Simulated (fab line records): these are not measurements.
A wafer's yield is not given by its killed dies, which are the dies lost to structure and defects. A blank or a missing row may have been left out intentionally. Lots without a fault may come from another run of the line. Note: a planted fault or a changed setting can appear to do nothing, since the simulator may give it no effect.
Chamber matching + flow nand harc + NHARC_A_CHANNEL_FILL_D2_ETCHBACK_20 on rie diel-05: 4 sister chambers
The step etches the open film in C4F8/O2/Ar, target depth 27 nm, time 13.5 s. 4 wafers are shown with their chamber, then 12 later ones without.

== WAFERS PAIRED WITH THEIR CHAMBERS ==
| wafer  | chamber | rf vpp V (V) |
|--------|---------|--------------|
| L088.5 | 2       | 972          |
| L092.1 | 3       | 977          |
| L092.3 | 1       | 974          |
| L092.4 | 0       | 975          |

== WAFERS WITH NO CHAMBER GIVEN ==
| wafer  | rf vpp V (V) |
|--------|--------------|
| L093.1 | 974          |
| L093.3 | 975          |
| L093.4 | 975          |
| L094.1 | 974          |
| L094.4 | 971          |
| L094.5 | 978          |
| L095.1 | 972          |
| L095.4 | 974          |
| L095.5 | 972          |
| L096.2 | 973          |
| L096.3 | 977          |
| L096.6 | 970          |

== CHAMBER TAKEN BY EACH ==
| wafer  | from the rows above          | in truth                   |
|--------|------------------------------|----------------------------|
| L093.1 | can't be placed: 1 or 0      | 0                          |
| L093.3 | can't be placed: 0 or 1      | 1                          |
| L093.4 | can't be placed: 0 or 1      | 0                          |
| L094.1 | can't be placed: 1 or 0      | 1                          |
| L094.4 | 2                            | 2                          |
| L094.5 | 3                            | 3                          |
| L095.1 | 2                            | 2                          |
| L095.4 | can't be placed: 1 or 0      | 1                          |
| L095.5 | 2                            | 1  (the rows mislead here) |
| L096.2 | can't be placed: 1 or 2 or 0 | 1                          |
| L096.3 | 3                            | 3                          |
| L096.6 | 2                            | 2                          |
Correctly placed: 5 of 12. Can't be placed from these rows: 6 (the true chamber is among the candidates in 6). Wrongly placed: 1.
How it was worked out, from the rows above alone: a wafer's distance from a chamber is the root of the sum, over the readings, of the square of ((its reading less the chamber's mean) divided by the reading's scatter). If the next closest chamber is less than 2 further off than the closest, the wafer can't be placed; otherwise it belongs to the closest. Each chamber's mean is taken over the wafers shown for it. The scatter: with one shown wafer a chamber, the root of the mean of the squares of how far each hidden wafer lies from its nearest shown one.
